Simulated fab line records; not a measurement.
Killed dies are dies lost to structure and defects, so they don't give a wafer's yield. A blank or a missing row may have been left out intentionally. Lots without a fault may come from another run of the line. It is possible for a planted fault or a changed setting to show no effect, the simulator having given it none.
fab line records    flow n5-finfet
record lots=11  wafers=33  last-day=18
route steps=1938 shown BEOL_M14@1756 BEOL_M15@1775
lots with no fault: from the same line, run without faults
start-h: start of the lot's first displayed wafer, in hours after the record's first day    wait-h: hours since the lot's step before    " the same as in the row above    L1.1+2: one row covering several wafers at once    - value missing, or start not given    * or withheld: withheld    < > ~ a bound
route shown NAME@n: NAME is a module with steps in the file, n the number in the route of the first one    usual: mean/standard deviation of fault-free wafers    same: alike in all rows    chamber/n: place in a boat    sites: each site's reading    _std_site: their standard deviation    _edge_site: outer sites' mean less inner sites'    radius-mm: how far each site lies from the wafer's centre    mask NAME#n: copy n    behind: the most recent tool/chamber to have shaped the wafer    hold: why the lot was held/for how many hours/how that ended    device: which transistor (n, p or np) failed to switch    end of line: the tests these same wafers got at the end of their route    a step with no rows: only its recipe    killed: at the first sort, the dies lost to defects and structure; wafer yield is something else    map: shows each die of a wafer: x if killed, . if not, _ if none is there
set.NAME: the run value of the setting; set.NAME@STEP: its run value at that earlier step    model.NAME: the simulator's own value behind a step, which no gauge read
one table for each step of the route and one row for each wafer, over a sample of lots
services: from which hour (start-h, from the record's first day; less than 0 if before it) a tool's chamber was out of use, for how many hours, and why
## steps
# step N5_BEOL_M14_STRIP_37
# recipe chemistry=O2  power-w=600  temp-c=60  pressure-mtorr=30  rf-frequency-hz=6e+07  bias-power-w=0  overash-fraction=0.3  o2-flow-sccm=225
# usual drypump-motor-current-A=5.7/0.37  oes-product-au=0.81/0.053  rf-vpp-V=3.5/0.94  showerhead-plenum-p-Torr=2.10/0.1  temp-c=60.01/0.11  throttle-valve-pct=16.69/0.24
lot.wafer  tool         chamber  start-h  wait-h  drypump-motor-current-A  oes-product-au  rf-hours-counter-h  rf-vpp-V  showerhead-plenum-p-Torr  temp-c  throttle-valve-pct
L416.2     rie-diel-05  1        294.28   0.5     5.6                      0.84            53                  3.8       2.03                      59.98   16.52
L416.3     "            3        "        "       5.5                      0.90            21                  4.4       2.14                      60.01   16.57
L416.5     "            1        "        "       5.5                      0.84            -                   5.2       2.03                      59.97   16.49
L415.1     rie-diel-01  0        294.80   0.9     5.6                      0.83            64                  4.1       2.02                      59.97   16.56
L415.3     "            2        "        "       5.0                      0.87            49                  4.1       2.03                      59.90   16.31
L415.6     "            1        "        "       5.8                      0.82            -                   3.4       2.05                      59.92   16.64
L414.1     rie-diel-01  3        295.76   1.2     6.5                      0.83            74                  4.2       2.22                      59.63   16.95
L414.3     "            1        "        "       5.8                      0.82            101                 4.2       2.05                      60.10   16.66
L414.5     "            1        "        "       5.8                      0.83            -                   2.2       2.05                      59.88   16.65
L418.1     rie-diel-05  1        311.78   2.5     5.6                      0.82            59                  4.4       2.03                      60.07   16.55
L418.4     "            3        "        "       5.5                      0.87            27                  2.3       2.14                      60.03   16.65
L418.6     "            0        "        "       5.5                      0.74            -                   2.8       1.93                      59.87   17.13
L421.2     rie-diel-05  1        321.16   2.8     5.5                      0.82            63                  3.9       2.03                      59.79   16.55
L421.4     "            2        "        "       5.6                      0.79            106                 3.5       2.21                      60.10   16.74
L421.6     "            2        "        "       5.6                      0.80            -                   3.7       2.21                      60.06   16.72
L422.1     rie-diel-03  2        336.19   0.1     5.6                      0.90            29                  3.6       2.25                      59.88   16.71
L422.4     "            1        "        "       5.4                      0.81            110                 5.5       2.19                      59.97   16.71
L422.6     "            1        "        "       5.4                      0.80            -                   3.2       2.19                      60.26   16.71
L430.1     rie-diel-05  1        383.97   0.2     5.6                      0.79            86                  3.8       2.02                      59.95   16.59
L430.4     "            3        "        "       5.5                      0.85            -                   4.5       2.13                      59.86   16.69
L430.6     "            1        "        "       5.6                      0.79            -                   3.9       2.02                      60.02   16.59
L428.1     rie-diel-01  1        384.85   0.4     5.8                      0.78            138                 2.0       2.04                      60.20   16.69
L428.2     "            3        "        "       6.5                      0.77            114                 3.5       2.21                      60.14   17.01
L428.5     "            3        "        "       6.5                      0.78            -                   2.2       2.21                      60.25   17.00
L431.1     rie-diel-03  2        401.27   2.7     5.7                      0.86            53                  2.6       2.24                      60.12   16.72
L431.2     "            1        "        "       5.4                      0.77            134                 3.8       2.18                      60.27   16.75
L431.4     "            0        "        "       5.6                      0.83            72                  3.5       2.20                      60.18   16.35
L435.1     rie-diel-05  3        406.14   2.0     5.5                      0.83            62                  3.8       2.13                      59.89   16.72
L435.3     "            0        "        "       5.5                      0.72            195                 4.8       1.92                      60.05   17.19
L435.4     "            1        "        "       5.5                      0.78            96                  3.3       2.02                      59.99   16.59
L436.1     rie-diel-03  0        413.99   3.6     5.6                      0.82            77                  3.4       2.20                      59.93   16.33
L436.3     "            2        "        "       5.6                      0.84            58                  4.0       2.24                      59.97   16.75
L436.4     "            1        "        "       5.5                      0.77            138                 4.5       2.18                      60.04   16.73
# step N5_BEOL_M14_DEGAS_41
# recipe ambient=vacuum  temp-c=300  time-s=60
# usual heater-power-w=438/42
lot.wafer  tool            chamber  start-h  wait-h  heater-power-w
L416.2     pvd-sputter-02  -        294.56   0.1     367
L416.3     "               -        "        "       434
L416.5     "               -        "        "       416
L415.1     pvd-sputter-02  -        295.44   0.4     361
L415.3     "               -        "        "       484
L415.6     "               -        "        "       440
L414.1     pvd-sputter-02  -        296.48   0.5     443
L414.3     "               -        "        "       415
L414.5     "               -        "        "       442
L418.1     pvd-sputter-03  -        312.25   0.2     430
L418.4     "               -        "        "       460
L418.6     "               -        "        "       413
L421.2     pvd-sputter-02  -        321.67   0.3     372
L421.4     "               -        "        "       445
L421.6     "               -        "        "       418
L422.1     pvd-sputter-01  -        336.68   0.3     371
L422.4     "               -        "        "       534
L422.6     "               -        "        "       364
L430.1     pvd-sputter-03  -        384.53   0.3     420
L430.4     "               -        "        "       480
L430.6     "               -        "        "       416
L428.1     pvd-sputter-03  -        385.49   0.4     443
L428.2     "               -        "        "       433
L428.5     "               -        "        "       412
L431.1     pvd-sputter-02  -        401.89   0.4     474
L431.2     "               -        "        "       422
L431.4     "               -        "        "       368
L435.1     pvd-sputter-02  -        406.71   0.3     368
L435.3     "               -        "        "       417
L435.4     "               -        "        "       488
L436.1     pvd-sputter-01  -        414.51   0.3     422
L436.3     "               -        "        "       362
L436.4     "               -        "        "       501
# step N5_BEOL_M14_SPUTTER_45
# recipe material=Cu  target-thk-a=1000  temp-c=-20  bias-v=60  power-w=26000  chamber-pressure-pa=0.13  time-s=16.67
# usual bias-v=60.0/0.6  chamber-pressure-pa=0.13/0.00025  throttle-valve-pct=29.7/1.1
lot.wafer  tool            chamber  start-h  wait-h  bias-v  chamber-pressure-pa  throttle-valve-pct
L416.2     pvd-sputter-02  -        294.80   0.0     60.5    0.13024              30.6
L416.3     "               -        "        "       59.7    0.12994              28.5
L416.5     "               -        "        "       60.2    0.13013              29.9
L415.1     pvd-sputter-02  -        295.68   0.0     60.3    0.12991              31.1
L415.3     "               -        "        "       60.3    0.12976              30.2
L415.6     "               -        "        "       59.2    0.13007              28.4
L414.1     pvd-sputter-02  -        296.72   0.0     59.6    0.13076              28.1
L414.3     "               -        "        "       59.2    0.12986              30.1
L414.5     "               -        "        "       58.8    0.13033              28.1
L418.1     pvd-sputter-03  -        312.49   0.0     61.1    0.12958              30.7
L418.4     "               -        "        "       60.6    0.12999              28.3
L418.6     "               -        "        "       60.1    0.12974              30.8
L421.2     pvd-sputter-02  -        321.91   0.0     59.1    0.12985              30.7
L421.4     "               -        "        "       60.4    0.13004              28.1
L421.6     "               -        "        "       60.9    0.13035              30.1
L422.1     pvd-sputter-01  -        336.92   0.0     60.1    0.13005              31.2
L422.4     "               -        "        "       58.8    0.13034              29.3
L422.6     "               -        "        "       60.3    0.12951              31.2
L430.1     pvd-sputter-03  -        384.77   0.0     60.4    0.12998              30.1
L430.4     "               -        "        "       61.6    0.12998              28.3
L430.6     "               -        "        "       59.1    0.12956              30.8
L428.1     pvd-sputter-03  -        385.73   0.0     59.5    0.12985              28.0
L428.2     "               -        "        "       59.9    0.13036              30.8
L428.5     "               -        "        "       60.7    0.13031              30.6
L431.1     pvd-sputter-02  -        402.13   0.0     59.9    0.12983              29.8
L431.2     "               -        "        "       58.7    0.13017              30.3
L431.4     "               -        "        "       60.1    0.13031              31.0
L435.1     pvd-sputter-02  -        406.95   0.0     59.8    0.13                 30.9
L435.3     "               -        "        "       59.6    0.12978              30.1
L435.4     "               -        "        "       59.6    0.12984              30.1
L436.1     pvd-sputter-01  -        414.75   0.0     60.2    0.12992              30.4
L436.3     "               -        "        "       59.7    0.1302               31.4
L436.4     "               -        "        "       60.4    0.13045              33.3
# step N5_BEOL_M15_COAT_58
# recipe resist=BARC  temp-c=205  time-s=60  spin-rpm=1500  resist-thk-nm=89
# usual exhaust-pa=44.8/0.85  spin-speed-rpm=1499.8/0.84
lot.wafer  tool            chamber  start-h  wait-h  exhaust-pa  spin-speed-rpm
L416.2     litho-track-04  0        296.17   0.0     45.9        1498.7
L416.3     "               0        "        "       45.3        1499.3
L416.5     "               0        "        "       43.8        1499.0
L415.1     litho-track-05  0        297.10   0.0     44.6        1500.6
L415.3     "               0        "        "       45.2        1500.7
L415.6     "               0        "        "       43.5        1500.3
L414.1     litho-track-04  0        298.19   0.0     45.2        1499.7
L414.3     "               0        "        "       44.2        1501.0
L414.5     "               0        "        "       44.4        1498.2
L418.1     litho-track-05  0        313.92   0.0     45.8        1500.6
L418.4     "               0        "        "       45.3        1500.1
L418.6     "               0        "        "       44.2        1499.2
L421.2     litho-track-04  0        323.50   0.0     44.1        1499.4
L421.4     "               0        "        "       45.9        1498.2
L421.6     "               0        "        "       44.5        1500.1
L422.1     litho-track-01  0        338.30   0.0     44.9        1500.7
L422.4     "               0        "        "       43.6        1500.0
L422.6     "               0        "        "       44.1        1500.4
L430.1     litho-track-04  0        386.17   0.0     44.5        1192.6
L430.4     "               0        "        "       45.8        1192.5
L430.6     "               0        "        "       44.1        1192.3
L428.1     litho-track-01  0        387.13   0.0     44.9        1500.4
L428.2     "               0        "        "       46.3        1499.2
L428.5     "               0        "        "       45.9        1499.8
L431.1     litho-track-04  0        403.82   0.0     44.4        1192.5
L431.2     "               0        "        "       44.7        1192.1
L431.4     "               0        "        "       44.8        1193.1
L435.1     litho-track-05  0        408.33   0.0     45.0        1498.6
L435.3     "               0        "        "       45.0        1499.2
L435.4     "               0        "        "       45.4        1499.2
L436.1     litho-track-05  0        416.13   0.0     45.3        1500.2
L436.3     "               0        "        "       42.9        1500.2
L436.4     "               0        "        "       43.9        1499.2
## services
tool            chamber  start-h  hours  kind
rie-diel-01     -        288.94   2.8    pm
rie-diel-05     0        293.56   3.4    repair
litho-track-05  -        321.09   -      consumable-replace:filter
litho-track-04  -        321.31   -      consumable-replace:filter
litho-track-01  -        345.96   -      consumable-replace:filter
rie-diel-03     3        348.27   -      clean
rie-diel-03     3        348.27   -      consumable-replace:focus-ring
rie-diel-03     3        348.27   19.9   scheduled-down
rie-diel-03     3        348.27   19.9   vent-cycle
pvd-sputter-03  -        353.36   1.1    repair
pvd-sputter-03  -        355.01   3.2    repair
rie-diel-05     2        381.55   8.7    repair
rie-diel-01     2        385.76   11.6   repair
litho-track-01  -        403.05   -      consumable-replace:filter
## key
first-sign step=N5_BEOL_M15_COAT_58  reading=spin-speed-rpm  direction=down  sigmas=99+  usual=*  struck=*
effect none on later readings
met-at N5_BEOL_M15_COAT_58
struck-lots L430,L431
not-acting-at N5_BEOL_M14_STRIP_37,N5_BEOL_M14_DEGAS_41,N5_BEOL_M14_SPUTTER_45
onset-between 323.50 386.17
fault kind=process-parameter-drift  tool=litho-track-04  chamber=-  onset-h=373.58  steps=N5_BEOL_M15_COAT_58  channel=spin-rpm  offset=*  shape=step  end-h=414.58  acts-in=*  stated=*
